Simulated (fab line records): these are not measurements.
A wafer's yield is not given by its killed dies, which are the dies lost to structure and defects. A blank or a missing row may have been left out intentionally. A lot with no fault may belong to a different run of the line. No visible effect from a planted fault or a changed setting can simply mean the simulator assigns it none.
fab line records -- flow nand_harc
[record] lots = 6, wafers = 16, last_day = 24
route steps=1159 shown A_CONTACT@846
lots that met no fault: from a run of the same line without faults
start_h: hours from the record's first day to the start of the lot's first wafer shown -- wait_h: time in hours since the lot's previous step -- " the same as in the row above -- L1.1+2: a single row standing in for several wafers -- - no value, or no start was given -- * or withheld: withheld -- < > ~ a bound
route shown NAME@n: names a module that has steps shown in the file, with the first one's number in the route -- usual: mean and standard deviation over wafers with no fault -- same: alike in all rows -- chamber/n: place in a boat -- sites: readings site by site -- _std_site: the values' standard deviation -- _edge_site: outer sites' mean less inner sites' -- radius_mm: for every site, how far away it sits from the centre of the wafer -- mask NAME#n: copy n -- behind: the last tool/chamber to shape the wafer -- hold: why the lot went on hold/how many hours it stayed there/how the hold came to an end -- device: whichever transistor did not switch (one of n, p or np) -- end of line: at the end of the route, the tests of the same wafers -- step lacking rows: just its recipe -- killed: dies that structure and defects cost at the first sort, which is not the same as the wafer's yield -- map: a wafer's dies, x killed, . not, _ none there
set.NAME: the setting as run; set.NAME@STEP: as run at that earlier step -- model.NAME: the simulator's own value behind a step, which no gauge read
lots at some steps of the route; a table a step, a row a wafer
services: when a tool's chamber went out of use (start_h, in hours from the record's first day, below 0 if earlier), for how many hours, and the reason
[[steps]]
[step NHARC_A_CONTACT_COAT_34]
[recipe] temp_c = 260, time_s = 75
[step NHARC_A_CONTACT_COAT_35]
[recipe] temp_c = 225, time_s = 65
[step NHARC_A_CONTACT_COAT_36]
[recipe] spin_rpm = 1500, resist_thk_nm = 90
[step NHARC_A_CONTACT_SOFTBAKE_37]
[recipe] temp_c = 105, time_s = 55
[step NHARC_A_CONTACT_EBR_38]
[step NHARC_A_CONTACT_EXPOSE_39]
[recipe] na = 1.35, sigma_outer = 0.8, dose_mj = 58.79, mask_id = A_CC_3
[step NHARC_A_CONTACT_PEB_40]
[recipe] peb_temp_c = 100, peb_time_s = 65
[step NHARC_A_CONTACT_DEVELOP_41]
[recipe] develop_time_s = 35, dev_temp_c = 23
[step NHARC_A_CONTACT_CD_MEAS_42]
[recipe] target_cd_nm = 200, landing_energy_ev = 500
[usual] cd_nm = 200.4/0.66
lot.wafer,tool,chamber,start_h,wait_h,cd_nm
L500.1,cd_sem-01,0,375.45,-,199.6
L500.4,cd_sem-01,0,375.45,-,199.5
L500.6,cd_sem-01,0,375.45,-,198.8
L508.2,cd_sem-01,0,425.11,-,201.2
L508.3,cd_sem-01,0,425.11,-,201.7
L511.2,cd_sem-01,0,442.13,-,199.0
L511.4,cd_sem-01,0,442.13,-,199.7
L515.1,cd_sem-01,0,455.05,-,200.1
L515.2,cd_sem-01,0,455.05,-,200.5
L515.6,cd_sem-01,0,455.05,-,199.9
L522.3,cd_sem-03,0,490.63,-,200.5
L522.4,cd_sem-03,0,490.63,-,199.7
L522.6,cd_sem-03,0,490.63,-,199.9
L523.3,cd_sem-03,0,508.77,-,200.1
L523.4,cd_sem-03,0,508.77,-,200.9
L523.6,cd_sem-03,0,508.77,-,199.3
[step NHARC_A_CONTACT_OVL_MEAS_43]
[usual] overlay_x_nm = 0.0/0.87, overlay_y_nm = -0.2/0.76
lot.wafer,tool,chamber,start_h,wait_h,overlay_x_nm,overlay_y_nm
L500.1,overlay-02,-,375.54,-,-0.7,0.2
L500.4,overlay-02,-,375.54,-,-0.3,0.1
L500.6,overlay-02,-,375.54,-,-0.8,0.2
L508.2,overlay-02,-,425.20,-,0.0,-1.2
L508.3,overlay-02,-,425.20,-,-0.1,-1.5
L511.2,overlay-01,-,442.22,-,0.1,0.1
L511.4,overlay-01,-,442.22,-,0.2,0.2
L515.1,overlay-02,-,455.14,-,-0.5,-0.2
L515.2,overlay-02,-,455.14,-,-0.1,0.2
L515.6,overlay-02,-,455.14,-,0.2,-0.5
L522.3,overlay-02,-,490.71,-,1.6,0.2
L522.4,overlay-02,-,490.71,-,1.4,-0.4
L522.6,overlay-02,-,490.71,-,0.5,0.1
L523.3,overlay-01,-,508.85,-,1.8,-0.5
L523.4,overlay-01,-,508.85,-,1.6,-0.2
L523.6,overlay-01,-,508.85,-,1.6,-0.2
[step NHARC_A_CONTACT_INSPECT_44]
[usual] raw_defect_count = 28/13
lot.wafer,tool,chamber,start_h,wait_h,raw_defect_count
L500.1,defect_inspect-02,-,375.58,0.0,25
L500.4,defect_inspect-02,-,375.58,0.0,28
L500.6,defect_inspect-02,-,375.58,0.0,22
L508.2,defect_inspect-02,-,425.24,0.0,35
L508.3,defect_inspect-02,-,425.24,0.0,22
L511.2,defect_inspect-02,-,442.25,0.0,23
L511.4,defect_inspect-02,-,442.25,0.0,25
L515.1,defect_inspect-01,-,455.18,0.0,46
L515.2,defect_inspect-01,-,455.18,0.0,56
L515.6,defect_inspect-01,-,455.18,0.0,53
L522.3,defect_inspect-02,-,490.75,0.0,21
L522.4,defect_inspect-02,-,490.75,0.0,44
L522.6,defect_inspect-02,-,490.75,0.0,46
L523.3,defect_inspect-02,-,508.89,0.0,30
L523.4,defect_inspect-02,-,508.89,0.0,31
L523.6,defect_inspect-02,-,508.89,0.0,34
[step NHARC_A_CONTACT_DESCUM_47]
[recipe] time_s = 3, o2_flow_sccm = 200, ar_flow_sccm = 0, bias_power_w = 0, chemistry = O2
[usual] drypump_motor_current_A = 6.0/0.48, o2_flow_sccm = 200.0/0.63, oes_product_au = 1.001/0.013, rf_vpp_V = 57.6/0.89, showerhead_plenum_p_Torr = 1.87/0.087, throttle_valve_pct = 11.312/0.0093
[same] bias_power_w = 0, time_s = 3
lot.wafer,tool,chamber,start_h,wait_h,drypump_motor_current_A,o2_flow_sccm,oes_product_au,rf_hours_counter_h,rf_vpp_V,showerhead_plenum_p_Torr,throttle_valve_pct
L500.1,rie_diel-05,1,375.67,0.1,6.0,200.1,1.014,8,57.5,1.83,11.323
L500.4,rie_diel-05,3,375.67,0.1,4.8,200.6,1.000,7,57.7,1.85,11.303
L500.6,rie_diel-05,0,375.67,0.1,5.9,199.8,0.978,-,57.1,1.78,11.305
L508.3,rie_diel-12,0,425.31,0.1,6.6,200.3,1.011,6,57.1,1.89,11.295
L508.2,rie_diel-12,2,425.31,0.1,5.4,200.4,0.993,4,56.7,1.92,11.292
L511.2,rie_diel-12,0,442.32,0.1,6.7,199.8,1.001,10,58.3,1.89,11.305
L511.4,rie_diel-12,3,442.32,0.1,6.3,201.0,1.018,-,56.9,1.78,11.324
L515.2,rie_diel-05,1,455.24,0.1,6.0,200.4,1.029,31,57.7,1.82,11.292
L515.1,rie_diel-05,2,455.24,0.1,6.3,200.2,0.998,38,58.9,2.04,11.313
L515.6,rie_diel-05,3,455.24,0.1,4.8,199.8,0.994,-,58.0,1.84,11.324
L522.3,rie_diel-08,1,490.81,0.1,6.5,199.9,1.005,0,57.6,1.78,11.305
L522.4,rie_diel-08,3,490.81,0.1,6.0,199.6,0.988,0,57.5,1.86,11.323
L522.6,rie_diel-08,2,490.81,0.1,6.1,200.7,0.995,-,57.6,2.05,11.304
L523.3,rie_diel-12,2,508.96,0.1,5.4,199.6,0.997,22,57.2,1.91,11.304
L523.4,rie_diel-12,0,508.96,0.1,6.6,200.0,0.992,23,57.9,1.88,11.320
L523.6,rie_diel-12,2,508.96,0.1,5.4,200.1,0.985,-,58.2,1.91,11.294
[step NHARC_A_CONTACT_ETCH_48]
[recipe] target_depth_a = 390, over_etch_frac = 0.3, time_s = 65, ion_energy_ev = 80, cf4_flow_sccm = 150, ar_flow_sccm = 0, rf_w = 300, bias_w = 100, chemistry = CF4
[usual] drypump_motor_current_A = 6.0/0.51, oes_product_au = 1.000/0.013, rf_fwd_power_W = 296.9/1, rf_vpp_V = 150.9/1.3, run_length_s = 86.48/0.3, showerhead_plenum_p_Torr = 1.74/0.078, throttle_valve_pct = 13.283/0.009
[same] over_etch_frac = 0.3
lot.wafer,tool,chamber,start_h,wait_h,drypump_motor_current_A,oes_product_au,rf_fwd_power_W,rf_hours_counter_h,rf_vpp_V,run_length_s,showerhead_plenum_p_Torr,throttle_valve_pct
L500.1,rie_diel-05,0,375.90,0.2,5.9,0.989,296.8,7,150.1,86.65,1.66,13.271
L500.4,rie_diel-05,1,375.90,0.2,6.0,1.016,297.2,8,150.8,86.48,1.70,13.280
L500.6,rie_diel-05,3,375.90,0.2,4.8,0.995,296.1,-,149.4,86.64,1.71,13.283
L508.2,rie_diel-12,0,425.38,0.1,6.6,0.996,-,6,150.0,69.04,1.75,13.276
L508.3,rie_diel-12,3,425.38,0.1,6.3,1.014,297.6,5,148.2,86.12,1.65,13.267
L511.2,rie_diel-12,0,442.42,0.1,6.6,0.994,-,10,152.4,69.20,1.75,13.290
L511.4,rie_diel-12,2,442.42,0.1,5.4,0.982,296.9,-,151.3,87.06,1.77,13.293
L515.1,rie_diel-05,2,455.59,0.3,6.3,0.996,297.7,38,153.9,86.39,1.88,13.288
L515.2,rie_diel-05,3,455.59,0.3,4.8,0.994,295.1,38,150.2,86.47,1.70,13.281
L515.6,rie_diel-05,2,455.59,0.3,6.3,0.998,297.7,-,152.3,85.94,1.88,13.281
L522.4,rie_diel-08,2,490.90,0.1,6.1,0.997,299.9,0,152.1,86.78,1.89,13.270
L522.3,rie_diel-08,3,490.90,0.1,6.0,0.980,297.7,0,150.6,86.40,1.72,13.295
L522.6,rie_diel-08,1,490.90,0.1,6.5,0.990,296.1,-,150.2,86.37,1.65,13.287
L523.4,rie_diel-12,1,509.04,0.1,5.9,0.994,298.3,20,149.8,86.07,1.73,13.290
L523.3,rie_diel-12,2,509.04,0.1,5.4,0.978,299.4,22,150.1,86.53,1.77,13.285
L523.6,rie_diel-12,3,509.04,0.1,6.3,0.986,297.3,-,149.2,86.89,1.65,13.291
[step NHARC_A_CONTACT_ETCH_49]
[recipe] target_depth_a = 2600, over_etch_frac = 0.3, time_s = 475.3, ion_energy_ev = 200, n2_flow_sccm = 150, h2_flow_sccm = 150, ar_flow_sccm = 0, rf_w = 400, bias_w = 150, chemistry = N2/H2
[usual] drypump_motor_current_A = 6.0/0.49, h2_flow_sccm = 150.0/0.44, oes_product_au = 1.000/0.012, rf_fwd_power_W = 399.6/1.2, rf_vpp_V = 429.3/2.7, run_length_s = 496.8/0.31, showerhead_plenum_p_Torr = 2.00/0.097, throttle_valve_pct = 14.171/0.0095
[same] over_etch_frac = 0.3, time_s = 475.3
lot.wafer,tool,chamber,start_h,wait_h,drypump_motor_current_A,h2_flow_sccm,oes_product_au,rf_fwd_power_W,rf_hours_counter_h,rf_vpp_V,run_length_s,showerhead_plenum_p_Torr,throttle_valve_pct
L500.1,rie_diel-05,2,-,-,6.4,149.8,1.008,400.7,9,434.1,496.3,2.19,14.165
L500.4,rie_diel-05,0,-,-,5.8,150.1,0.997,399.2,7,427.2,496.9,1.90,14.168
L500.6,rie_diel-05,2,-,-,6.3,150.2,1.004,400.0,-,434.8,496.4,2.19,14.179
L508.3,rie_diel-12,2,-,-,5.4,150.1,0.987,400.3,4,431.7,497.0,2.04,14.161
L508.2,rie_diel-12,0,-,-,6.7,150.2,1.003,398.9,6,430.3,497.5,2.01,14.173
L511.2,rie_diel-12,3,-,-,6.3,150.7,1.011,400.0,9,426.3,496.6,1.89,14.162
L511.4,rie_diel-12,2,-,-,5.4,149.9,0.995,398.8,-,431.2,497.2,2.04,14.172
L515.1,rie_diel-05,1,-,-,6.0,150.3,1.017,400.7,31,426.3,497.2,1.94,14.186
L515.2,rie_diel-05,2,-,-,6.4,151.5,0.990,401.2,38,435.0,496.3,2.18,14.166
L515.6,rie_diel-05,3,-,-,4.8,149.8,0.984,397.5,-,430.4,496.4,1.96,14.174
L522.3,rie_diel-08,0,-,-,5.8,149.4,0.989,400.4,1,435.1,496.3,2.22,14.171
L522.4,rie_diel-08,2,-,-,6.0,150.5,0.992,399.3,1,436.0,496.9,2.19,14.164
L522.6,rie_diel-08,3,-,-,6.0,150.3,0.990,398.6,-,427.7,496.8,1.98,14.179
L523.4,rie_diel-12,2,-,-,5.4,149.9,0.990,398.8,23,430.4,496.9,2.04,14.175
L523.3,rie_diel-12,3,-,-,6.3,150.2,1.008,399.8,24,427.6,496.4,1.88,14.171
L523.6,rie_diel-12,2,-,-,5.4,149.5,0.991,397.4,-,431.1,497.3,2.04,14.185
[[services]]
tool,chamber,start_h,hours,kind
rie_diel-12,0,358.79,-,clean
rie_diel-12,1,358.79,-,clean
rie_diel-12,2,358.79,-,clean
rie_diel-12,3,358.79,-,clean
rie_diel-12,3,367.26,4.9,repair
rie_diel-12,-,379.64,9.0,pm
rie_diel-12,0,379.64,9.0,vent_cycle
rie_diel-12,1,379.64,9.0,vent_cycle
rie_diel-12,2,379.64,12.6,vent_cycle
rie_diel-12,3,379.64,9.0,vent_cycle
rie_diel-12,0,388.64,-,clean
rie_diel-12,1,388.64,-,clean
rie_diel-12,3,388.64,-,clean
rie_diel-08,1,393.69,15.0,repair
rie_diel-12,0,413.14,-,clean
rie_diel-12,1,413.14,-,clean
rie_diel-12,2,413.14,-,clean
rie_diel-05,1,439.54,9.8,repair
rie_diel-12,1,441.76,11.6,repair
rie_diel-05,0,452.51,7.6,repair
rie_diel-05,-,452.60,2.0,repair
rie_diel-12,0,478.21,5.0,repair
rie_diel-08,-,479.57,9.0,pm
rie_diel-05,3,508.06,6.2,repair
[[key]]
[first_sign] step = NHARC_A_CONTACT_ETCH_48, reading = run_length_s, direction = down, sigmas = 58, usual = *, struck = *
effect none on later readings
met_at NHARC_A_CONTACT_ETCH_48
struck_wafers L508.2,L511.2
sort_left_out L508.2,L511.2
tester_left_out L508,L511
[fault] kind = process_parameter_drift, tool = rie_diel-12, chamber = -, onset_h = 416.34, steps = NHARC_A_CONTACT_ETCH_48, channel = time_s, offset = *, shape = step, end_h = 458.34, scope = struck_wafers_only, acts_in = *, stated = *
// tester_left_out: of these lots the tester's yield and bins aren't shown, on N5 and GAA mostly nor the transistor test; their killed dies are dies lost to structure and defects alone, not to doping, threshold or leakage, so they don't give the yield
// sort_left_out: the simulated sort isn't trusted on such a fault, so these wafers' sort isn't shown, and their yield isn't known
